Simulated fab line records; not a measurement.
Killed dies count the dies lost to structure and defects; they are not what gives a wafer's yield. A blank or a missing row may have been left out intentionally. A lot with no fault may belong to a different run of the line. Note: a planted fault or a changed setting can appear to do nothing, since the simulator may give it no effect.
Lot-split experiment + flow n5Finfet + on a route of 1938 steps: 7 lots, 21 wafers read

SPLIT DETAILS
At N5_BEOL_M13_ETCH_68 (etches SOC in N2/H2, time 355 s), the setting timeS was moved away from the recipe's 355 s on 7 of the 21 wafers read, by -8.5% to +16.6%. For the rest of the wafers, this setting stayed at what the recipe calls for.

The reading is taken at the split's own step.

THE READING
SiARC_of_BEOL_M13_COAT_66.thkNm (the simulator's own value, which no gauge read), in nm, at N5_BEOL_M13_ETCH_68 (etches SOC in N2/H2, time 355 s). The file gives no usual value for it. Here, 14 wafers ran the recipe; their average is 77.6 nm with a standard deviation of 0.77 nm.

| wafer  | tool, chamber at the split | timeS as run, s | against the recipe | SiARC_of_BEOL_M13_COAT_66.thkNm, nm | against lot-mates on the recipe |
|--------|----------------------------|-----------------|--------------------|-------------------------------------|---------------------------------|
| L077.2 | rieDiel-01, 2              | 404.6           | +14.0%             | 72.4                                | no lot-mate on the recipe       |
| L077.3 | rieDiel-01, 1              | 404.6           | +14.0%             | 72.6                                | no lot-mate on the recipe       |
| L077.4 | rieDiel-01, 1              | 404.6           | +14.0%             | 72.6                                | no lot-mate on the recipe       |
| L082.1 | rieDiel-01, 1,3            | 355             | recipe             | 77                                  | -                               |
| L082.3 | rieDiel-01, 1,3            | 355             | recipe             | 77                                  | -                               |
| L082.2 | rieDiel-01, 0              | 355             | recipe             | 77.4                                | -                               |
| L084.4 | rieDiel-02, 1              | 355             | recipe             | 78.6                                | -                               |
| L084.5 | rieDiel-02, 1              | 355             | recipe             | 78.6                                | -                               |
| L084.6 | rieDiel-02, 0              | 355             | recipe             | 76                                  | -                               |
| L083.1 | rieDiel-03, 1              | 355             | recipe             | 77.2                                | -                               |
| L083.2 | rieDiel-03, 3              | 355             | recipe             | 77.4                                | -                               |
| L083.6 | rieDiel-03, 3              | 324.8           | -8.5%              | 80.4                                | +3.1                            |
| L085.1 | rieDiel-02, 3              | 355             | recipe             | 77                                  | -                               |
| L085.3 | rieDiel-02, 0              | 355             | recipe             | 76.8                                | -                               |
| L085.5 | rieDiel-02, 1              | 355             | recipe             | 78.6                                | -                               |
| L087.1 | rieDiel-01, 2              | 409.8           | +15.4%             | 72.2                                | -6.0                            |
| L087.4 | rieDiel-01, 0              | 409.8           | +15.4%             | 73                                  | -5.2                            |
| L087.5 | rieDiel-01, 1              | 355             | recipe             | 78.2                                | -                               |
| L096.3 | rieDiel-03, 0              | 355             | recipe             | 78.2                                | -                               |
| L096.4 | rieDiel-03, 3              | 355             | recipe             | 78                                  | -                               |
| L096.5 | rieDiel-03, 1              | 413.8           | +16.6%             | 72.4                                | -5.7                            |
The file does not say which wafer passed through which chamber wherever a row lists several chambers: such a row stands for several wafers.

FIT RESULTS
A straight line over all 21 wafers: SiARC_of_BEOL_M13_COAT_66.thkNm changes by -0.336 nm for each +1% of timeS; r = -0.96; the points scatter about the line by 0.7 nm.
The same after taking each lot's own level away (the mean of its wafers on the recipe; 18 wafers): -0.357 nm for each +1%; r = -0.96; scatter 0.66 nm.
Per that fit: largest timeS move, reading shift of 5.9 nm.
The span of the lots' own levels, 77.13 to 78.20 nm, comes to 1.4 times the standard deviation stated above.
The two slopes are in agreement: the lot-to-lot level therefore moves the slope only a little.
Check: with one of the wafers moved furthest among these (+16.6%) left out of the fit, the line predicts -6.01 nm for it against its lot-mates. Against them it came out at -5.7 nm.

OTHER SPLITS ON THESE WAFERS
Before the reading, these wafers also passed through other splits. Each is held against what the fit with the lots' levels taken away leaves over:
| other split on the same wafers      | wafers away from the commonest value | r with SiARC_of_BEOL_M13_COAT_66.thkNm (lot level and that fit taken away) |
|-------------------------------------|--------------------------------------|----------------------------------------------------------------------------|
| N5_BEOL_M9_ETCH_62 sourceW          | 3                                    | +0.09                                                                      |
| N5_BEOL_M10_EXPOSE_25 doseMj        | 9                                    | -0.37                                                                      |
| N5_BEOL_M10_DEVELOP_27 developTimeS | 7                                    | -0.04                                                                      |
| N5_BEOL_M11_TRENCH_ETCH_37 biasW    | 4                                    | +0.33                                                                      |
| N5_BEOL_M11_ETCH_41 timeS           | 8                                    | +0.05                                                                      |
| N5_BEOL_M12_EXPOSE_07 doseMj        | 5                                    | +0.17                                                                      |

FILE'S OWN FIT
SiARC_of_BEOL_M13_COAT_66.thkNm changes by -0.354 nm for each +1% of timeS, r = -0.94.
